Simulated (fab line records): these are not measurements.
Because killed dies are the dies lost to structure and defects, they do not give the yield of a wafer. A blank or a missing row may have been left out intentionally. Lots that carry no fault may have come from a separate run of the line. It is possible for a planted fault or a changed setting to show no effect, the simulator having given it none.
What tool caused it?    flow n5 finfet    12 lots, 36 wafers sampled, at 5 steps of a route of 1938

== WHAT THE GAUGES READ, wafer by wafer ==
N5_BEOL_M2_OVL_MEAS_12.
lot   measured      on          M2_OVL (nm)
L502  day 7 16:26   overlay-01  -0.2 -0.4 0.8
L504  day 7 23:26   overlay-01  0.4 -0.4 -1.1
L503  day 8 03:20   overlay-02  1.4 1.5 0.5
L506  day 8 17:36   overlay-02  1.0 1.4 0.5
L508  day 9 01:51   overlay-01  -0.1 -0.6 -1.3
L509  day 9 12:59   overlay-02  1.1 0.1 -0.8
L510  day 9 14:25   overlay-01  -0.6 -0.5 -0.4
L511  day 9 17:46   overlay-02  0.2 0.0 0.2
L512  day 10 16:20  overlay-02  -0.4 -0.4 -0.6
L514  day 10 17:32  overlay-01  0.3 1.2 1.2
L517  day 11 02:22  overlay-02  0.4 0.3 0.3
L521  day 12 08:41  overlay-01  0.7 -0.1 0.0

N5_BEOL_M4_RC_MEAS_101.
lot   measured      on         DIBL_N (mV/V)   DIBL_P (mV/V)   IOFF_N (nA/um)     IOFF_P (nA/um)  ION_N (uA/um)  ION_P (uA/um)  SS_N (mV/dec)   SS_P (mV/dec)   VT_N (mV)          VT_P (mV)
L502  day 8 20:10   prober-01  37.6 37.0 36.0  36.9 35.2 35.0  0.182 0.159 0.147  0.29 0.25 0.25  679 663 675    470 466 472    71.9 72.1 71.5  72.8 73.0 72.7  247.3 249.2 251.0  -242 -245 -243
L504  day 9 05:38   prober-01  35.7 37.9 37.6  35.3 38.6 37.6  0.135 0.182 0.172  0.19 0.24 0.22  663 680 689    459 464 470    71.3 71.5 71.0  73.8 74.6 74.1  253.6 247.2 249.3  -253 -248 -251
L503  day 9 18:32   prober-02  37.1 38.0 38.9  37.7 39.2 40.3  0.158 0.177 0.197  0.21 0.23 0.26  673 682 686    458 465 460    71.7 71.6 72.0  73.4 73.7 74.4  250.3 247.7 247.2  -253 -250 -249
L506  day 9 21:07   prober-01  36.0 35.8 36.5  37.5 37.3 37.8  0.176 0.174 0.187  0.25 0.25 0.27  676 672 679    468 469 469    71.8 71.7 73.1  74.1 74.3 73.4  248.6 246.6 249.4  -244 -248 -246
L508  day 10 17:21  prober-02  36.8 34.4 36.3  36.6 33.9 36.0  0.161 0.132 0.153  0.23 0.19 0.23  678 672 672    466 465 460    71.1 70.5 71.6  73.2 72.3 73.4  252.8 252.3 251.1  -248 -247 -249
L509  day 11 06:55  prober-02  37.1 36.3 36.3  38.5 37.9 36.7  0.184 0.174 0.162  0.22 0.21 0.20  680 664 667    458 456 450    71.3 72.3 72.1  74.1 73.2 73.7  245.7 247.0 249.6  -253 -251 -253
L510  day 11 05:37  prober-02  37.6 35.4 36.4  38.3 34.8 36.9  0.190 0.134 0.165  0.26 0.19 0.23  675 655 686    466 447 467    71.9 70.7 71.2  73.5 72.7 73.6  247.7 255.9 248.5  -248 -253 -251
L511  day 11 10:47  prober-02  37.1 38.6 38.2  35.0 37.5 36.8  0.147 0.184 0.174  0.18 0.22 0.20  663 675 683    447 455 454    71.5 71.8 71.9  73.0 74.8 73.5  250.5 249.4 248.8  -255 -252 -253
L512  day 11 18:47  prober-02  36.8 38.4 37.9  37.7 39.3 38.4  0.165 0.190 0.181  0.23 0.27 0.25  676 678 676    463 470 468    71.1 71.7 71.4  74.2 73.5 73.5  250.1 249.8 249.2  -249 -246 -249
L514  day 12 08:54  prober-02  38.2 35.8 35.6  39.0 36.5 35.4  0.202 0.160 0.148  0.26 0.21 0.19  680 660 676    470 454 460    71.1 71.4 71.3  73.4 72.9 73.3  245.6 248.4 250.4  -246 -249 -252
L517  day 12 13:56  prober-01  33.6 35.3 33.0  35.0 36.8 34.3  0.123 0.146 0.114  0.19 0.21 0.18  658 678 657    461 464 461    70.9 71.4 71.1  72.6 73.4 73.1  255.1 253.1 255.0  -251 -252 -256
L521  day 13 15:49  prober-02  37.3 38.3 37.7  36.0 37.0 35.6  0.184 0.213 0.183  0.25 0.29 0.25  675 673 673    464 460 462    71.8 71.7 72.7  73.7 74.9 74.1  246.7 245.4 249.9  -246 -246 -247

== EACH LOT AND THE TOOL THAT RAN IT (in order: tool; ch and the chambers of the sampled wafers; start) ==
lot   N5_BEOL_M1_ANNEAL_91          N5_BEOL_M1_CO_CAP_55              N5_BEOL_M2_EXPOSE_08
L502  pvd sputter-01, day 7 10:19   cvd co-01 ch 0,1,2, day 7 11:45   euv scanner-01 ch 0, day 7 16:16
L504  pvd sputter-01, day 7 18:50   cvd co-01 ch 1,2, day 7 20:21     euv scanner-02 ch 0, day 7 23:17
L503  pvd sputter-03, day 7 23:28   cvd co-02 ch 0,1,2, day 8 00:55   euv scanner-01 ch 0, day 8 03:10
L506  pvd sputter-01, day 8 14:06   cvd co-01 ch 0,1,2, day 8 15:32   euv scanner-02 ch 0, day 8 17:26
L508  pvd sputter-02, day 8 21:11   cvd co-02 ch 0,1,2, day 8 22:37   euv scanner-01 ch 0, day 9 01:41
L509  pvd sputter-02, day 9 08:56   cvd co-02 ch 0,1, day 9 10:24     euv scanner-01 ch 0, day 9 12:49
L510  pvd sputter-02, day 9 11:46   cvd co-01 ch 0,1, day 9 13:13     euv scanner-01 ch 0, day 9 14:16
L511  pvd sputter-01, day 9 15:09   cvd co-02 ch 1,2, day 9 16:37     euv scanner-01 ch 0, day 9 17:37
L512  pvd sputter-01, day 10 11:49  cvd co-02 ch 0,2, day 10 13:16    euv scanner-01 ch 0, day 10 16:11
L514  pvd sputter-02, day 10 14:40  cvd co-02 ch 0,2, day 10 16:07    euv scanner-02 ch 0, day 10 17:22
L517  pvd sputter-01, day 10 23:34  cvd co-01 ch 0,1,2, day 11 01:01  euv scanner-02 ch 0, day 11 02:12
L521  pvd sputter-02, day 12 05:23  cvd co-01 ch 1,2, day 12 06:55    euv scanner-02 ch 0, day 12 08:31
- N5_BEOL_M1_ANNEAL_91: time 240 s.
- N5_BEOL_M1_CO_CAP_55: material Co, precursor CCTBA/H2, target thk 2 nm, time 102.1 s.
- N5_BEOL_M2_EXPOSE_08: exposes mask M2.

== AS READ BY THE TOOLS THEMSELVES (means over the sampled wafers that have a number; for cases with no such wafer, the mark the record gives instead) ==
N5_BEOL_M1_ANNEAL_91.
lot   tool            heater power w (W)
L502  pvd sputter-01  801
L504  pvd sputter-01  826
L503  pvd sputter-03  900
L506  pvd sputter-01  810
L508  pvd sputter-02  751
L509  pvd sputter-02  843
L510  pvd sputter-02  835
L511  pvd sputter-01  827
L512  pvd sputter-01  780
L514  pvd sputter-02  771
L517  pvd sputter-01  825
L521  pvd sputter-02  820

N5_BEOL_M1_CO_CAP_55.
lot   tool       heater power w (W)
L502  cvd co-01  226
L504  cvd co-01  238
L503  cvd co-02  271
L506  cvd co-01  227
L508  cvd co-02  273
L509  cvd co-02  262
L510  cvd co-01  229
L511  cvd co-02  270
L512  cvd co-02  290
L514  cvd co-02  287
L517  cvd co-01  230
L521  cvd co-01  237

N5_BEOL_M2_EXPOSE_08.
lot   tool            exposure dose mJ cm2
L502  euv scanner-01  41.30
L504  euv scanner-02  41.15
L503  euv scanner-01  41.21
L506  euv scanner-02  41.18
L508  euv scanner-01  41.29
L509  euv scanner-01  43.20
L510  euv scanner-01  42.74
L511  euv scanner-01  42.45
L512  euv scanner-01  42.19
L514  euv scanner-02  41.15
L517  euv scanner-02  41.17
L521  euv scanner-02  41.22

== THE ANSWER, worked out from the rows above alone ==
Rule: the lots themselves supply what counts as usual. Put in order of their means at a reading, lots are off if they are a third of the lots or fewer, leave a main group of 4 or more, and stand apart from it by a gap of 3 or more times the standard deviation of the main group's means; of several such gaps the widest counts. Not used: any main group whose means are identical at the precision the tables above print for the reading. A lot without any number at a reading at which 4 lots or more have one is off too. The other lots that the step has rows for count as sound. After the gauges, taken in route order, come the tools' own readings; for these a lot's mean is taken, as printed above. At the first step where some lot is off, the reading lying furthest off is the one used; lots without a number count as furthest.
Off, at N5_BEOL_M2_EXPOSE_08 on exposure dose mJ cm2: L509, L510, L511, L512. The main group has a mean of 41.21 with a standard deviation of 0.055.
If a tool, at that step or one of the process steps before it, ran each lot that is off and ran no sound lot following the first of them, it fits. One fits: N5_BEOL_M2_EXPOSE_08 on euv scanner-01. Its last sound lot is L508 (day 9 01:41), its first lot that is off L509 (day 9 12:49): a fault that began between those two fits.
The tool's own readings at N5_BEOL_M2_EXPOSE_08 bear it out: on the lots that are off they differ by more than 5 times the standard deviation of the sound lots' means. exposure dose mJ cm2 reads 42.65 there against 41.21 on the sound lots.

== WHAT WAS PUT IN BY THE SIMULATOR ==
Process parameter drift: euv scanner-01, from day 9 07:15 on, at N5_BEOL_M2_EXPOSE_08. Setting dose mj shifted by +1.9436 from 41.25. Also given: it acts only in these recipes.
Shown lots that were struck: L509, L510, L511, L512. The rule above found the same.
